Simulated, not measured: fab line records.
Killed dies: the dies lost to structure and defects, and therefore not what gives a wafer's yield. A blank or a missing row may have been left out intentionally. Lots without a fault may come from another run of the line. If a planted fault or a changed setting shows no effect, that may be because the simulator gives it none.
The tool behind it: which one? | flow n5 finfet | Sampling: 24 lots, 72 wafers, 5 of 1938 route steps

== WHAT THE GAUGES SHOWED, per wafer ==
N5_BEOL_M1_INSPECT_13: inspects for defects (brightfield). Usual: raw defect count at 399, with a standard deviation of 100.
lot  | measured     | on                | raw defect count | flag
L074 | day 6 00:23  | defect inspect-01 | 352 500 345      |
L075 | day 6 11:56  | defect inspect-01 | 285 385 430      |
L076 | day 6 16:56  | defect inspect-01 | 338 475 391      |
L077 | day 6 23:40  | defect inspect-02 | 385 368 289      |
L078 | day 7 05:36  | defect inspect-02 | 372 273 363      |
L079 | day 7 06:00  | defect inspect-02 | 230 369 225      |
L080 | day 7 14:52  | defect inspect-01 | 285 311 278      |
L081 | day 7 17:09  | defect inspect-01 | 490 373 494      |
L082 | day 7 23:20  | defect inspect-01 | 310 367 412      |
L083 | day 8 05:41  | defect inspect-02 | 459 357 384      |
L084 | day 8 15:01  | defect inspect-02 | 472 564 470      |
L085 | day 8 19:31  | defect inspect-02 | 404 520 362      |
L086 | day 9 03:27  | defect inspect-01 | 453 500 413      |
L087 | day 9 11:55  | defect inspect-02 | 536 429 434      |
L088 | day 9 17:37  | defect inspect-02 | 625 714 638      |
L090 | day 10 02:28 | defect inspect-02 | 502 516 385      |
L089 | day 10 03:12 | defect inspect-02 | 415 281 245      |
L091 | day 10 10:43 | defect inspect-01 | 290 476 508      |
L092 | day 10 13:49 | defect inspect-01 | 270 270 257      |
L093 | day 10 14:41 | defect inspect-01 | 291 280 462      |
L094 | day 11 01:46 | defect inspect-02 | 346 362 380      |
L095 | day 11 10:23 | defect inspect-02 | 273 342 262      |
L096 | day 11 11:58 | defect inspect-02 | 396 405 514      |
L097 | day 11 19:31 | defect inspect-02 | 558 503 430      |

== EACH LOT AND THE TOOL THAT RAN IT (in order: tool; ch and the chambers of the sampled wafers; start) ==
lot  | N5_BEOL_M0_STRIP_104               | N5_BEOL_M0_DEGAS_112         | N5_BEOL_M0_ANNEAL_133        | N5_BEOL_M0_ANNEAL_135
L074 | rie diel-06 ch 0,1,2, day 5 18:20  | pvd sputter-02, day 5 19:18  | pvd sputter-01, day 5 20:31  | pvd sputter-01, day 5 20:38
L075 | rie diel-03 ch 0,2,3, day 6 06:29  | pvd sputter-02, day 6 07:10  | pvd sputter-02, day 6 09:35  | pvd sputter-02, day 6 09:42
L076 | rie diel-03 ch 1,2,3, day 6 10:50  | pvd sputter-03, day 6 11:53  | pvd sputter-01, day 6 14:50  | pvd sputter-01, day 6 14:58
L077 | rie diel-03 ch 0,3, day 6 17:01    | pvd sputter-03, day 6 17:52  | pvd sputter-03, day 6 18:45  | pvd sputter-03, day 6 18:52
L078 | rie diel-06 ch 1,2, day 6 22:57    | pvd sputter-02, day 6 23:46  | pvd sputter-03, day 7 00:38  | pvd sputter-03, day 7 00:46
L079 | rie diel-02 ch 0,1,2, day 7 00:39  | pvd sputter-03, day 7 01:22  | pvd sputter-01, day 7 02:07  | pvd sputter-01, day 7 02:14
L080 | rie diel-03 ch 0,2, day 7 08:11    | pvd sputter-01, day 7 11:23  | pvd sputter-03, day 7 12:10  | pvd sputter-03, day 7 12:17
L081 | rie diel-06 ch 1,2,3, day 7 12:13  | pvd sputter-01, day 7 12:50  | pvd sputter-02, day 7 13:44  | pvd sputter-02, day 7 13:51
L082 | rie diel-02 ch 1,2,3, day 7 16:28  | pvd sputter-02, day 7 17:26  | pvd sputter-03, day 7 19:47  | pvd sputter-03, day 7 19:55
L083 | rie diel-06 ch 0,2,3, day 7 22:05  | pvd sputter-01, day 7 23:19  | pvd sputter-01, day 8 00:12  | pvd sputter-01, day 8 00:19
L084 | rie diel-02 ch 1,2, day 8 06:47    | pvd sputter-02, day 8 07:44  | pvd sputter-01, day 8 08:26  | pvd sputter-01, day 8 08:33
L085 | rie diel-02 ch 3, day 8 13:36      | pvd sputter-02, day 8 14:53  | pvd sputter-02, day 8 17:29  | pvd sputter-02, day 8 17:36
L086 | rie diel-06 ch 0,2,3, day 8 20:58  | pvd sputter-03, day 8 22:19  | pvd sputter-02, day 8 23:20  | pvd sputter-02, day 8 23:27
L087 | rie diel-03 ch 0,2,3, day 9 03:44  | pvd sputter-02, day 9 04:26  | pvd sputter-03, day 9 06:32  | pvd sputter-03, day 9 06:40
L088 | rie diel-03 ch 0,2,3, day 9 12:39  | pvd sputter-02, day 9 13:28  | pvd sputter-02, day 9 14:13  | pvd sputter-02, day 9 14:20
L090 | rie diel-02 ch 0,3, day 9 21:58    | pvd sputter-01, day 9 22:45  | pvd sputter-01, day 9 23:40  | pvd sputter-01, day 9 23:47
L089 | rie diel-02 ch 0,3, day 9 22:02    | pvd sputter-01, day 9 22:58  | pvd sputter-01, day 10 00:17 | pvd sputter-01, day 10 00:25
L091 | rie diel-03 ch 0,2,3, day 10 05:39 | pvd sputter-03, day 10 06:20 | pvd sputter-02, day 10 07:47 | pvd sputter-02, day 10 07:54
L092 | rie diel-03 ch 1,2,3, day 10 08:35 | pvd sputter-01, day 10 09:59 | pvd sputter-02, day 10 10:46 | pvd sputter-02, day 10 10:53
L093 | rie diel-03 ch 0,2, day 10 10:43   | pvd sputter-01, day 10 11:29 | pvd sputter-03, day 10 12:46 | pvd sputter-03, day 10 12:53
L094 | rie diel-03 ch 0,1,2, day 10 18:19 | pvd sputter-01, day 10 19:16 | pvd sputter-01, day 10 21:45 | pvd sputter-01, day 10 21:52
L095 | rie diel-03 ch 0,2,3, day 11 04:09 | pvd sputter-01, day 11 05:27 | pvd sputter-02, day 11 06:22 | pvd sputter-02, day 11 06:29
L096 | rie diel-03 ch 0,1,2, day 11 05:32 | pvd sputter-01, day 11 06:44 | pvd sputter-01, day 11 07:44 | pvd sputter-01, day 11 07:51
L097 | rie diel-03 ch 1,2,3, day 11 12:19 | pvd sputter-01, day 11 13:19 | pvd sputter-01, day 11 15:44 | pvd sputter-01, day 11 15:52
- N5_BEOL_M0_STRIP_104: strips in N2/H2.
- N5_BEOL_M0_DEGAS_112: time 60 s.
- N5_BEOL_M0_ANNEAL_133: time 60 s.
- N5_BEOL_M0_ANNEAL_135: time 60 s.

== AS READ BY THE TOOLS THEMSELVES (means over the sampled wafers that have a number; for cases with no such wafer, the mark the record gives instead) ==
N5_BEOL_M0_STRIP_104. Usual: drypump motor current A 5.7 A, standard deviation 0.39; n2 flow sccm 200.0 sccm, standard deviation 0.56; oes product au 0.84 a.u., standard deviation 0.074; rf vpp V 59.4 V, standard deviation 1.6; showerhead plenum p Torr 2.60 Torr, standard deviation 0.084; throttle valve pct 23.7 %, standard deviation 0.4.
lot  | tool        | drypump motor current A (A) | n2 flow sccm (sccm) | oes product au (a.u.) | rf vpp V (V) | showerhead plenum p Torr (Torr) | throttle valve pct (%) | flag
L074 | rie diel-06 | 5.8                         | 200.7               | 0.88                  | 59.2         | 2.58                            | 23.3                   |
L075 | rie diel-03 | 5.8                         | 200.0               | 0.88                  | 60.4         | 2.63                            | 24.0                   |
L076 | rie diel-03 | 5.6                         | 200.5               | 0.92                  | 59.8         | 2.67                            | 23.6                   |
L077 | rie diel-03 | 5.8                         | 199.6               | 0.85                  | 59.7         | 2.58                            | 23.8                   |
L078 | rie diel-06 | 5.4                         | 200.1               | 0.87                  | 58.1         | 2.55                            | 23.3                   |
L079 | rie diel-02 | 5.9                         | 199.8               | 0.79                  | 59.0         | 2.53                            | 23.8                   |
L080 | rie diel-03 | 5.9                         | 199.8               | 0.86                  | 59.5         | 2.61                            | 24.2                   |
L081 | rie diel-06 | 5.7                         | 199.9               | 0.83                  | 60.8         | 2.57                            | 23.3                   |
L082 | rie diel-02 | 5.4                         | 199.6               | 0.73                  | 60.0         | 2.55                            | 23.6                   |
L083 | rie diel-06 | 5.7                         | 199.6               | 0.87                  | 59.8         | 2.66                            | 23.4                   |
L084 | rie diel-02 | 5.6                         | 200.3               | 0.67                  | 59.2         | 2.52                            | 23.8                   |
L085 | rie diel-02 | 4.9                         | 199.9               | 0.81                  | 59.8         | 2.57                            | 23.4                   |
L086 | rie diel-06 | 5.7                         | 200.2               | 0.85                  | 59.4         | 2.65                            | 23.4                   |
L087 | rie diel-03 | 5.8                         | 200.3               | 0.85                  | 60.6         | 2.62                            | 24.1                   |
L088 | rie diel-03 | 5.8                         | 199.3               | 0.84                  | 60.8         | 2.61                            | 24.0                   |
L090 | rie diel-02 | 5.5                         | 200.2               | 0.83                  | 57.6         | 2.54                            | 23.6                   |
L089 | rie diel-02 | 5.4                         | 200.2               | 0.84                  | 59.8         | 2.54                            | 23.6                   |
L091 | rie diel-03 | 5.8                         | 200.2               | 0.84                  | 58.2         | 2.61                            | 24.1                   |
L092 | rie diel-03 | 5.6                         | 199.8               | 0.87                  | 59.4         | 2.65                            | 23.7                   |
L093 | rie diel-03 | 5.9                         | 200.2               | 0.83                  | 59.5         | 2.60                            | 24.2                   |
L094 | rie diel-03 | 5.8                         | 199.9               | 0.84                  | 58.6         | 2.64                            | 23.8                   |
L095 | rie diel-03 | 5.7                         | 199.6               | 0.83                  | 59.1         | 2.61                            | 24.1                   |
L096 | rie diel-03 | 5.8                         | 199.6               | 0.85                  | 59.1         | 2.64                            | 23.8                   |
L097 | rie diel-03 | 5.6                         | 199.9               | 0.84                  | 58.7         | 2.65                            | 23.7                   |

N5_BEOL_M0_DEGAS_112. Usual: heater power w at 326 W, with a standard deviation of 36.
lot  | tool           | heater power w (W) | flag
L074 | pvd sputter-02 | 300                |
L075 | pvd sputter-02 | 325                |
L076 | pvd sputter-03 | 347                |
L077 | pvd sputter-03 | 361                |
L078 | pvd sputter-02 | 303                |
L079 | pvd sputter-03 | 341                |
L080 | pvd sputter-01 | 319                |
L081 | pvd sputter-01 | 331                |
L082 | pvd sputter-02 | 303                |
L083 | pvd sputter-01 | 303                |
L084 | pvd sputter-02 | 307                |
L085 | pvd sputter-02 | 301                |
L086 | pvd sputter-03 | 328                |
L087 | pvd sputter-02 | 311                |
L088 | pvd sputter-02 | 312                |
L090 | pvd sputter-01 | 359                |
L089 | pvd sputter-01 | 339                |
L091 | pvd sputter-03 | 345                |
L092 | pvd sputter-01 | 360                |
L093 | pvd sputter-01 | 330                |
L094 | pvd sputter-01 | 336                |
L095 | pvd sputter-01 | 360                |
L096 | pvd sputter-01 | 327                |
L097 | pvd sputter-01 | 351                |

N5_BEOL_M0_ANNEAL_133. Usual: heater power w at 815 W, with a standard deviation of 90.
lot  | tool           | heater power w (W) | flag
L074 | pvd sputter-01 | 818                |
L075 | pvd sputter-02 | 753                |
L076 | pvd sputter-01 | 767                |
L077 | pvd sputter-03 | 815                |
L078 | pvd sputter-03 | 876                |
L079 | pvd sputter-01 | 816                |
L080 | pvd sputter-03 | 842                |
L081 | pvd sputter-02 | 729                |
L082 | pvd sputter-03 | 814                |
L083 | pvd sputter-01 | 910                |
L084 | pvd sputter-01 | 942                |
L085 | pvd sputter-02 | 731                |
L086 | pvd sputter-02 | 777                |
L087 | pvd sputter-03 | 862                |
L088 | pvd sputter-02 | 767                |
L090 | pvd sputter-01 | 877                |
L089 | pvd sputter-01 | 781                |
L091 | pvd sputter-02 | 774                |
L092 | pvd sputter-02 | 744                |
L093 | pvd sputter-03 | 908                |
L094 | pvd sputter-01 | 846                |
L095 | pvd sputter-02 | 760                |
L096 | pvd sputter-01 | 885                |
L097 | pvd sputter-01 | 783                |

N5_BEOL_M0_ANNEAL_135. Usual: heater power w at 816 W, with a standard deviation of 90.
lot  | tool           | heater power w (W) | flag
L074 | pvd sputter-01 | 826                |
L075 | pvd sputter-02 | 750                |
L076 | pvd sputter-01 | 777                |
L077 | pvd sputter-03 | 816                |
L078 | pvd sputter-03 | 872                |
L079 | pvd sputter-01 | 811                |
L080 | pvd sputter-03 | 837                |
L081 | pvd sputter-02 | 725                |
L082 | pvd sputter-03 | 820                |
L083 | pvd sputter-01 | 897                |
L084 | pvd sputter-01 | 942                |
L085 | pvd sputter-02 | 728                |
L086 | pvd sputter-02 | 779                |
L087 | pvd sputter-03 | 887                |
L088 | pvd sputter-02 | 785                |
L090 | pvd sputter-01 | 872                |
L089 | pvd sputter-01 | 777                |
L091 | pvd sputter-02 | 770                |
L092 | pvd sputter-02 | 726                |
L093 | pvd sputter-03 | 904                |
L094 | pvd sputter-01 | 861                |
L095 | pvd sputter-02 | 772                |
L096 | pvd sputter-01 | 882                |
L097 | pvd sputter-01 | 785                |

== THE ANSWER, worked out from the rows above alone ==
Rule: take the mean of a lot's wafers that have a number; if it is more than 3 standard deviations from the usual mean, the lot is off. A lot without any number at a reading at which 4 lots or more have one is off too. The other lots that the step has rows for count as sound. First the gauges in route order, then the tools' own readings, where a lot's mean is used as printed above. At the first step where some lot is off, the reading lying furthest off is the one used; lots without a number count as furthest.
None of the lots is off at any reading shown; this tells nothing.

== WHAT THE SIMULATOR HAD INSERTED ==
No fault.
